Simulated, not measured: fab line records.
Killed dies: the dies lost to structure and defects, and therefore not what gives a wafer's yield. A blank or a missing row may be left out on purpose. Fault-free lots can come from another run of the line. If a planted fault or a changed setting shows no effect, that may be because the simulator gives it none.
Matching of chambers | flow n5_finfet | rie_diel-04 running N5_MOL_CONTACT_COAG_DESCUM_45: 4 sister chambers
The step chemistry O2, time 7 s. 4 wafers are shown with their chamber, then 8 later ones without.

== WAFERS WITH THEIR CHAMBER ==
wafer  | chamber | showerhead_plenum_p_Torr (Torr)
L080.2 | 0       | 2.20
L080.3 | 3       | 1.97
L083.1 | 2       | 2.08
L085.1 | 1       | 2.23

== WAFERS WITHOUT THEIR CHAMBER ==
wafer  | showerhead_plenum_p_Torr (Torr)
L085.3 | 2.20
L085.4 | 2.08
L089.1 | 2.07
L089.3 | 2.23
L089.6 | 2.23
L096.1 | 2.22
L096.4 | 2.22
L096.5 | 2.22

== THE CHAMBER EACH PASSED THROUGH ==
wafer  | from the rows above     | in truth
L085.3 | 0                       | 0
L085.4 | 2                       | 2
L089.1 | 2                       | 2
L089.3 | 1                       | 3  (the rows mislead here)
L089.6 | 1                       | 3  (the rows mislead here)
L096.1 | can't be placed: 1 or 0 | 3
L096.4 | can't be placed: 1 or 0 | 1
L096.5 | can't be placed: 1 or 0 | 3
Correctly placed: 3 of 8. Can't be placed from these rows: 3 (the true chamber is among the candidates in 1). Wrongly placed: 2.
How it was worked out, from the rows above alone: a wafer's distance from a chamber is the root of the sum, over the readings, of the square of ((its reading less the chamber's mean) divided by the reading's scatter). If the next closest chamber is less than 2 further off than the closest, the wafer can't be placed; otherwise it belongs to the closest. For every chamber, the mean is computed from those of its wafers that are shown. The scatter (one wafer shown for each chamber): square how far every hidden wafer sits from the nearest shown wafer, average those squares and take the square root.
